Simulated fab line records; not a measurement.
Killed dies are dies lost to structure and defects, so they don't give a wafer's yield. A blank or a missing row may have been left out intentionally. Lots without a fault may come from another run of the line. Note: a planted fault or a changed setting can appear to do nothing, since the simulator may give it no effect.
Which tool did it? / flow nand harc / 14 lots with 42 wafers sampled at 5 steps, on a route of 1159 steps

WHAT EACH GAUGE READ, for each wafer
NHARC_END_SORT_01.
lot=L677; measured=day 19 11:27; on=prober-02; killed at array=28 32 30; killed at other=0 0 0; killed at periphery=3 1 1; killed dies=31 33 31; killed open=3 3 1; killed short=2 3 3
lot=L679; measured=day 20 08:23; on=prober-01; killed at array=19 17 13; killed at other=0 2 1; killed at periphery=8 7 9; killed dies=27 26 23; killed open=3 6 5; killed short=1 2 3
lot=L680; measured=day 20 01:16; on=prober-02; killed at array=30 26 22; killed at other=0 0 0; killed at periphery=2 3 3; killed dies=32 29 25; killed open=2 5 3; killed short=1 0 1
lot=L685; measured=day 21 13:19; on=prober-01; killed at array=12 27 16; killed at other=0 3 3; killed at periphery=3 0 4; killed dies=15 30 23; killed open=3 6 3; killed short=1 2 4
lot=L682; measured=day 21 13:20; on=prober-02; killed at array=25 30 25; killed at other=0 2 0; killed at periphery=6 5 4; killed dies=31 37 29; killed open=3 5 4; killed short=3 3 2
lot=L681; measured=day 22 01:16; on=prober-02; killed at array=37 41 38; killed at other=0 0 1; killed at periphery=0 1 1; killed dies=37 42 40; killed open=2 3 1; killed short=3 1 3
lot=L687; measured=day 22 09:44; on=prober-02; killed at array=31 24 21; killed at other=1 0 0; killed at periphery=2 2 3; killed dies=34 26 24; killed open=2 2 3; killed short=1 1 2
lot=L689; measured=day 23 07:10; on=prober-02; killed at array=43 51 49; killed at other=1 1 0; killed at periphery=2 1 1; killed dies=46 53 50; killed open=3 2 7; killed short=1 1 1
lot=L686; measured=day 23 06:19; on=prober-01; killed at array=11 17 18; killed at other=0 0 0; killed at periphery=5 2 4; killed dies=16 19 22; killed open=3 4 1; killed short=2 4 0
lot=L690; measured=day 22 19:11; on=prober-01; killed at array=24 29 22; killed at other=1 2 1; killed at periphery=6 6 10; killed dies=31 37 33; killed open=2 4 5; killed short=3 1 1
lot=L692; measured=day 23 16:33; on=prober-01; killed at array=28 34 34; killed at other=0 0 0; killed at periphery=3 1 0; killed dies=31 35 34; killed open=4 1 5; killed short=3 5 1
lot=L691; measured=day 23 19:49; on=prober-02; killed at array=21 21 25; killed at other=0 0 0; killed at periphery=3 5 6; killed dies=24 26 31; killed open=5 3 3; killed short=1 1 4
lot=L693; measured=day 24 05:13; on=prober-02; killed at array=19 21 16; killed at other=0 0 0; killed at periphery=6 5 0; killed dies=25 26 16; killed open=5 2 0; killed short=1 2 0
lot=L698; measured=day 25 03:16; on=prober-01; killed at array=20 17 17; killed at other=0 0 1; killed at periphery=4 3 5; killed dies=24 20 23; killed open=6 3 3; killed short=4 1 2

WHAT TOOL EACH LOT RAN ON (gives the tool, then ch and the chambers of the sampled wafers, and finally the start)
lot=L677; NHARC_A_STAIRCASE_ETCH_294=rie diel-05 ch 1,2, day 12 10:30 or earlier; NHARC_A_STAIRCASE_DEP_417=pecvd-01 ch 0,1,2, day 12 10:30; NHARC_A_STAIRCASE_ALD_420=ald hk-02 ch 0,2,3, day 12 14:37; NHARC_A_STAIRCASE_DEP_151=pecvd-01 ch 0,1,2, day 12 19:53
lot=L679; NHARC_A_STAIRCASE_ETCH_294=rie diel-07 ch 0,2,3, day 12 18:16 or earlier; NHARC_A_STAIRCASE_DEP_417=pecvd-01 ch 0,1, day 12 18:16; NHARC_A_STAIRCASE_ALD_420=ald hk-01 ch 0,2,3, day 12 22:19; NHARC_A_STAIRCASE_DEP_151=pecvd-04 ch 1,2, day 13 06:26
lot=L680; NHARC_A_STAIRCASE_ETCH_294=rie diel-07 ch 0,2, day 13 03:31 or earlier; NHARC_A_STAIRCASE_DEP_417=pecvd-03 ch 0,1, day 13 03:31; NHARC_A_STAIRCASE_ALD_420=ald hk-01 ch 0,1,2, day 13 07:24; NHARC_A_STAIRCASE_DEP_151=pecvd-04 ch 0,1, day 13 15:31
lot=L685; NHARC_A_STAIRCASE_ETCH_294=rie diel-13 ch 1,2,3, day 14 06:33 or earlier; NHARC_A_STAIRCASE_DEP_417=pecvd-01 ch 1,2, day 14 06:33; NHARC_A_STAIRCASE_ALD_420=ald hk-01 ch 2,3, day 14 10:35; NHARC_A_STAIRCASE_DEP_151=pecvd-03 ch 0,2, day 14 16:04
lot=L682; NHARC_A_STAIRCASE_ETCH_294=rie diel-05 ch 0,1,3, day 14 09:13 or earlier; NHARC_A_STAIRCASE_DEP_417=pecvd-04 ch 1,2, day 14 09:13; NHARC_A_STAIRCASE_ALD_420=ald hk-01 ch 1,2,3, day 14 11:22; NHARC_A_STAIRCASE_DEP_151=pecvd-04 ch 0,2, day 14 22:30
lot=L681; NHARC_A_STAIRCASE_ETCH_294=rie diel-07 ch 0,2,3, day 14 09:19 or earlier; NHARC_A_STAIRCASE_DEP_417=pecvd-03 ch 0,2, day 14 09:19; NHARC_A_STAIRCASE_ALD_420=ald hk-01 ch 0,1,3, day 14 13:25; NHARC_A_STAIRCASE_DEP_151=pecvd-01 ch 1,2, day 14 22:24
lot=L687; NHARC_A_STAIRCASE_ETCH_294=rie diel-07 ch 2,3, day 15 13:38 or earlier; NHARC_A_STAIRCASE_DEP_417=pecvd-03 ch 0,1, day 15 13:38; NHARC_A_STAIRCASE_ALD_420=ald hk-01 ch 0,2,3, day 15 17:23; NHARC_A_STAIRCASE_DEP_151=pecvd-03 ch 1,2, day 16 04:03
lot=L689; NHARC_A_STAIRCASE_ETCH_294=rie diel-07 ch 1,2,3, day 15 17:03 or earlier; NHARC_A_STAIRCASE_DEP_417=pecvd-01 ch 0,1,2, day 15 17:03; NHARC_A_STAIRCASE_ALD_420=ald hk-02 ch 2,3, day 15 22:39; NHARC_A_STAIRCASE_DEP_151=pecvd-01 ch 0,1,2, day 16 07:17
lot=L686; NHARC_A_STAIRCASE_ETCH_294=rie diel-13 ch 0,1,2, day 15 18:50 or earlier; NHARC_A_STAIRCASE_DEP_417=pecvd-03 ch 0,1,2, day 15 18:50; NHARC_A_STAIRCASE_ALD_420=ald hk-01 ch 0,2,3, day 15 22:39; NHARC_A_STAIRCASE_DEP_151=pecvd-04 ch 0,1,2, day 16 07:14
lot=L690; NHARC_A_STAIRCASE_ETCH_294=rie diel-13 ch 0,3, day 15 20:47 or earlier; NHARC_A_STAIRCASE_DEP_417=pecvd-04 ch 0,2, day 15 20:47; NHARC_A_STAIRCASE_ALD_420=ald hk-03 ch 0,1,2, day 15 22:55; NHARC_A_STAIRCASE_DEP_151=pecvd-03 ch 0,2, day 16 07:23
lot=L692; NHARC_A_STAIRCASE_ETCH_294=rie diel-07 ch 0,3, day 16 02:24 or earlier; NHARC_A_STAIRCASE_DEP_417=pecvd-04 ch 0,1,2, day 16 02:24; NHARC_A_STAIRCASE_ALD_420=ald hk-01 ch 0,1, day 16 06:02; NHARC_A_STAIRCASE_DEP_151=pecvd-04 ch 0,1,2, day 16 14:32
lot=L691; NHARC_A_STAIRCASE_ETCH_294=rie diel-13 ch 1,2, day 16 02:37 or earlier; NHARC_A_STAIRCASE_DEP_417=pecvd-04 ch 0,1, day 16 02:37; NHARC_A_STAIRCASE_ALD_420=ald hk-02 ch 0,1,3, day 16 06:22; NHARC_A_STAIRCASE_DEP_151=pecvd-03 ch 1,2, day 16 14:21
lot=L693; NHARC_A_STAIRCASE_ETCH_294=rie diel-07 ch 0,1,3, day 16 10:42 or earlier; NHARC_A_STAIRCASE_DEP_417=pecvd-01 ch 0,1, day 16 10:42; NHARC_A_STAIRCASE_ALD_420=ald hk-01 ch 0,1,2, day 16 14:39; NHARC_A_STAIRCASE_DEP_151=pecvd-01 ch 1,2, day 16 22:54
lot=L698; NHARC_A_STAIRCASE_ETCH_294=rie diel-05 ch 2,3, day 17 18:23 or earlier; NHARC_A_STAIRCASE_DEP_417=pecvd-04 ch 1,2, day 17 18:23; NHARC_A_STAIRCASE_ALD_420=ald hk-02 ch 0,1,3, day 17 22:49; NHARC_A_STAIRCASE_DEP_151=pecvd-03 ch 1,2, day 18 07:53
- NHARC_A_STAIRCASE_ETCH_294: etches the open film in C4F8/O2/Ar, target depth 4992 nm, time 1212.4 s.
- NHARC_A_STAIRCASE_DEP_417: deposits Si3N4, target thk 60 nm.
- NHARC_A_STAIRCASE_ALD_420: deposits SiO2, target thk 20 nm, pulse time 6 s, ald cycles 200.
- NHARC_A_STAIRCASE_DEP_151: deposits SiO2, target thk 3800 nm.

AS READ BY THE TOOLS THEMSELVES (means over the sampled wafers that have a number; for cases with no such wafer, the mark the record gives instead)
NHARC_A_STAIRCASE_ETCH_294.
lot=L677; tool=rie diel-05; oes product au (a.u.)=0.943; rf vpp V (V)=1842
lot=L679; tool=rie diel-07; oes product au (a.u.)=0.937; rf vpp V (V)=1834
lot=L680; tool=rie diel-07; oes product au (a.u.)=0.944; rf vpp V (V)=1839
lot=L685; tool=rie diel-13; oes product au (a.u.)=0.943; rf vpp V (V)=1827
lot=L682; tool=rie diel-05; oes product au (a.u.)=0.936; rf vpp V (V)=1830
lot=L681; tool=rie diel-07; oes product au (a.u.)=0.946; rf vpp V (V)=1834
lot=L687; tool=rie diel-07; oes product au (a.u.)=0.939; rf vpp V (V)=1828
lot=L689; tool=rie diel-07; oes product au (a.u.)=0.934; rf vpp V (V)=1827
lot=L686; tool=rie diel-13; oes product au (a.u.)=0.919; rf vpp V (V)=1833
lot=L690; tool=rie diel-13; oes product au (a.u.)=0.926; rf vpp V (V)=1830
lot=L692; tool=rie diel-07; oes product au (a.u.)=0.915; rf vpp V (V)=1835
lot=L691; tool=rie diel-13; oes product au (a.u.)=0.949; rf vpp V (V)=1832
lot=L693; tool=rie diel-07; oes product au (a.u.)=0.918; rf vpp V (V)=1834
lot=L698; tool=rie diel-05; oes product au (a.u.)=0.941; rf vpp V (V)=1827

NHARC_A_STAIRCASE_DEP_417.
lot=L677; tool=pecvd-01; heater power w (W)=690
lot=L679; tool=pecvd-01; heater power w (W)=757
lot=L680; tool=pecvd-03; heater power w (W)=707
lot=L685; tool=pecvd-01; heater power w (W)=749
lot=L682; tool=pecvd-04; heater power w (W)=699
lot=L681; tool=pecvd-03; heater power w (W)=708
lot=L687; tool=pecvd-03; heater power w (W)=652
lot=L689; tool=pecvd-01; heater power w (W)=712
lot=L686; tool=pecvd-03; heater power w (W)=686
lot=L690; tool=pecvd-04; heater power w (W)=829
lot=L692; tool=pecvd-04; heater power w (W)=813
lot=L691; tool=pecvd-04; heater power w (W)=942
lot=L693; tool=pecvd-01; heater power w (W)=718
lot=L698; tool=pecvd-04; heater power w (W)=732

NHARC_A_STAIRCASE_ALD_420.
lot=L677; tool=ald hk-02; heater power w (W)=480; precursor pulse height rel=1.012
lot=L679; tool=ald hk-01; heater power w (W)=468; precursor pulse height rel=0.991
lot=L680; tool=ald hk-01; heater power w (W)=471; precursor pulse height rel=0.989
lot=L685; tool=ald hk-01; heater power w (W)=484; precursor pulse height rel=1.007
lot=L682; tool=ald hk-01; heater power w (W)=449; precursor pulse height rel=0.988
lot=L681; tool=ald hk-01; heater power w (W)=437; precursor pulse height rel=0.997
lot=L687; tool=ald hk-01; heater power w (W)=474; precursor pulse height rel=0.999
lot=L689; tool=ald hk-02; heater power w (W)=489; precursor pulse height rel=0.971
lot=L686; tool=ald hk-01; heater power w (W)=476; precursor pulse height rel=0.981
lot=L690; tool=ald hk-03; heater power w (W)=445; precursor pulse height rel=1.006
lot=L692; tool=ald hk-01; heater power w (W)=460; precursor pulse height rel=0.998
lot=L691; tool=ald hk-02; heater power w (W)=471; precursor pulse height rel=0.975
lot=L693; tool=ald hk-01; heater power w (W)=472; precursor pulse height rel=1.017
lot=L698; tool=ald hk-02; heater power w (W)=467; precursor pulse height rel=1.008

NHARC_A_STAIRCASE_DEP_151.
lot=L677; tool=pecvd-01; heater power w (W)=581
lot=L679; tool=pecvd-04; heater power w (W)=634
lot=L680; tool=pecvd-04; heater power w (W)=810
lot=L685; tool=pecvd-03; heater power w (W)=603
lot=L682; tool=pecvd-04; heater power w (W)=778
lot=L681; tool=pecvd-01; heater power w (W)=675
lot=L687; tool=pecvd-03; heater power w (W)=672
lot=L689; tool=pecvd-01; heater power w (W)=638
lot=L686; tool=pecvd-04; heater power w (W)=821
lot=L690; tool=pecvd-03; heater power w (W)=626
lot=L692; tool=pecvd-04; heater power w (W)=696
lot=L691; tool=pecvd-03; heater power w (W)=629
lot=L693; tool=pecvd-01; heater power w (W)=577
lot=L698; tool=pecvd-03; heater power w (W)=608

THE ANSWER, worked out from the rows above alone
Rule: what is usual is taken from the lots themselves. The widest of any qualifying gaps counts: lots, ordered by their means at a reading, are off when they make up no more than a third of the lots, leave a main group of 4 or more, and stand apart from it by 3 or more times the standard deviation of that group's means. If all means in a main group match to the digits the tables above print for the reading, that group is not used. A lot without any number at a reading at which 4 lots or more have one is off too. Where the step has rows for the other lots, those lots are counted as sound. Order of review: gauges by route order, followed by the tools' own readings, for which a lot's mean as printed above is used. At the first step where some lot is off, the reading lying furthest off is the one used; lots without a number count as furthest.
No lot is off on any of the readings shown, so nothing can be concluded from this.

WHAT THE SIMULATOR PUT IN
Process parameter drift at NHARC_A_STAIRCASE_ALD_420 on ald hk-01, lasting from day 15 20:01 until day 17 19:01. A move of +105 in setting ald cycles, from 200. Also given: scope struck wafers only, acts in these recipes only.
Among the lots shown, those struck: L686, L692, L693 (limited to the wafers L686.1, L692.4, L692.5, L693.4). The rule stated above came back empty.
